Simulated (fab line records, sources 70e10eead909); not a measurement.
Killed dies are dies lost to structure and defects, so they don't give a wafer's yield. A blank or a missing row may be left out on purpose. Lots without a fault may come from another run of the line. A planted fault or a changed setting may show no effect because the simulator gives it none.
Chamber matching | flow nand_harc | NHARC_P_M2_PRE_CLEAN_32 on pecvd-03: 3 sister chambers
The step time 12 s. 16 wafers are shown with their chamber, then 8 later ones without.

WAFERS WITH THEIR CHAMBER
wafer  | chamber | heater_power_w (W) | heater_power_outer_w (W)
L075.1 | 1       | 627                | 374
L075.2 | 2       | 734                | 456
L075.5 | 2       | 738                | 452
L077.1 | 0       | 474                | 256
L077.4 | 2       | 711                | 457
L077.5 | 0       | 471                | 256
L086.4 | 2       | 682                | 408
L086.5 | 1       | 654                | 411
L086.6 | 0       | 431                | 224
L085.1 | 1       | 638                | 375
L085.2 | 0       | 465                | 253
L085.6 | 0       | 481                | 255
L087.1 | 2       | 641                | 394
L087.3 | 0       | 416                | 210
L087.5 | 2       | 623                | 369
L089.3 | 0       | 491                | 263

SIGNATURES (means of the wafers above)
reading              | chamber 0 | chamber 1 | chamber 2 | scatter within a chamber
heater_power_w       | 461.29    | 639.67    | 688.17    | 35.6
heater_power_outer_w | 245.29    | 386.67    | 422.67    | 28.2
Rule: a wafer's distance from a chamber is the root of the sum, over the readings, of the square of ((its reading less the chamber's mean) divided by the reading's scatter). The wafer belongs to the nearest chamber; if the next one is less than 2 further off, it can't be placed. The scatter: the root of (the sum of the squares of (reading less its chamber's mean) over the shown wafers, divided by (wafers less chambers)).

WAFERS WITHOUT THEIR CHAMBER
wafer  | heater_power_w (W) | heater_power_outer_w (W)
L089.5 | 676                | 409
L089.6 | 660                | 394
L090.1 | 730                | 453
L090.3 | 570                | 329
L090.5 | 577                | 330
L094.1 | 658                | 403
L094.3 | 673                | 423
L094.4 | 667                | 403

WHICH CHAMBER EACH WENT THROUGH
wafer  | from the rows above          | in truth
L089.5 | can't be placed: 2 or 1      | 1
L089.6 | can't be placed: 1 or 2      | 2
L090.1 | can't be placed: 2 or 1      | 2
L090.3 | can't be placed: 1 or 0 or 2 | 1
L090.5 | can't be placed: 1 or 0 or 2 | 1
L094.1 | can't be placed: 1 or 2      | 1
L094.3 | can't be placed: 2 or 1      | 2
L094.4 | can't be placed: 2 or 1      | 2
Placed correctly: 0 of 8. Can't be placed from these rows: 8 (the true chamber is among the candidates in 8). Placed wrongly: 0.
